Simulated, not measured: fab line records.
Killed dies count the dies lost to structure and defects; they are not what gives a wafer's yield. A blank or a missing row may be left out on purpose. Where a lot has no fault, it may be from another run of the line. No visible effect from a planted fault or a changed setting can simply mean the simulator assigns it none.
Chamber matching | flow n5-finfet | ald-metal-02 running N5_BEOL_M2_ALD_84: 4 sister chambers
The step deposits TaN, pulse time 2 s, purge time 3 s, co reactant purge time 2 s. 8 wafers are shown with their chamber, then 7 later ones without.

## WAFERS, EACH WITH ITS CHAMBER
wafer  | chamber | heater-power-w (W) | heater-power-outer-w (W)
L081.5 | 3       | 410                | 221
L085.4 | 1       | 417                | 229
L085.5 | 2       | 397                | 228
L087.1 | 3       | 404                | 225
L087.2 | 1       | 413                | 235
L087.3 | 0       | 472                | 246
L093.3 | 2       | 402                | 226
L093.4 | 0       | 475                | 257

## WAFERS MISSING THEIR CHAMBER
wafer  | heater-power-w (W) | heater-power-outer-w (W)
L093.6 | 416                | 228
L095.1 | 471                | 254
L095.4 | 406                | 226
L095.5 | 406                | 230
L096.3 | 423                | 220
L096.4 | 461                | 252
L096.6 | 455                | 249

## EACH ONE'S CHAMBER
wafer  | from the rows above          | in truth
L093.6 | 1                            | 1
L095.1 | 0                            | 0
L095.4 | can't be placed: 3 or 2      | 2
L095.5 | can't be placed: 3 or 2 or 1 | 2
L096.3 | can't be placed: 1 or 3      | 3
L096.4 | 0                            | 0
L096.6 | 0                            | 0
Correctly placed: 4 of 7. From these rows, 3 cannot be placed; in 3 the true chamber is one of the candidates. 0 placed wrongly.
How it was worked out, from the rows above alone: a wafer's distance from a chamber is the root of the sum, over the readings, of the square of ((its reading less the chamber's mean) divided by the reading's scatter). If the next closest chamber is less than 2 further off than the closest, the wafer can't be placed; otherwise it belongs to the closest. A chamber's mean is the mean of its shown wafers. The scatter: the root of (the sum of the squares of (reading less its chamber's mean) over the shown wafers, divided by (wafers less chambers)).
